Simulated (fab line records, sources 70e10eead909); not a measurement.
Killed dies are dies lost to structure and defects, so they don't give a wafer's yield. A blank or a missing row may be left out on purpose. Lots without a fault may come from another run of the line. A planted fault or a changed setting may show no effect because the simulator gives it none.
Chamber matching | flow nand_harc | NHARC_A_STAIRCASE_DESCUM_186 on rie_diel-02: 4 sister chambers
The step chemistry O2, time 3 s. 8 wafers are shown with their chamber, then 8 later ones without.

WAFERS WITH THEIR CHAMBER
wafer  | chamber | drypump_motor_current_A (A) | showerhead_plenum_p_Torr (Torr)
L081.3 | 2       | 5.9                         | 1.98
L081.5 | 2       | 5.9                         | 1.98
L083.4 | 1       | 5.6                         | 2.07
L083.5 | 3       | 5.3                         | 1.92
L087.1 | 3       | 5.2                         | 1.92
L087.4 | 0       | 5.8                         | 1.77
L087.6 | 1       | 5.6                         | 2.06
L088.1 | 0       | 5.8                         | 1.77

WAFERS WITHOUT THEIR CHAMBER
wafer  | drypump_motor_current_A (A) | showerhead_plenum_p_Torr (Torr)
L088.2 | 5.6                         | 2.06
L088.5 | 5.9                         | 1.97
L093.2 | 5.2                         | 1.91
L093.3 | 5.6                         | 2.06
L093.6 | 5.9                         | 1.97
L097.1 | 5.6                         | 2.06
L097.2 | 5.9                         | 1.97
L097.5 | 5.9                         | 1.97

WHICH CHAMBER EACH WENT THROUGH
wafer  | from the rows above | in truth
L088.2 | 1                   | 1
L088.5 | 2                   | 2
L093.2 | 3                   | 3
L093.3 | 1                   | 1
L093.6 | 2                   | 2
L097.1 | 1                   | 1
L097.2 | 2                   | 2
L097.5 | 2                   | 2
Placed correctly: 8 of 8. Can't be placed from these rows: 0. Placed wrongly: 0.
How it was worked out, from the rows above alone: a wafer's distance from a chamber is the root of the sum, over the readings, of the square of ((its reading less the chamber's mean) divided by the reading's scatter). The wafer belongs to the nearest chamber; if the next one is less than 2 further off, it can't be placed. A chamber's mean is the mean of its shown wafers. The scatter: the root of (the sum of the squares of (reading less its chamber's mean) over the shown wafers, divided by (wafers less chambers)).
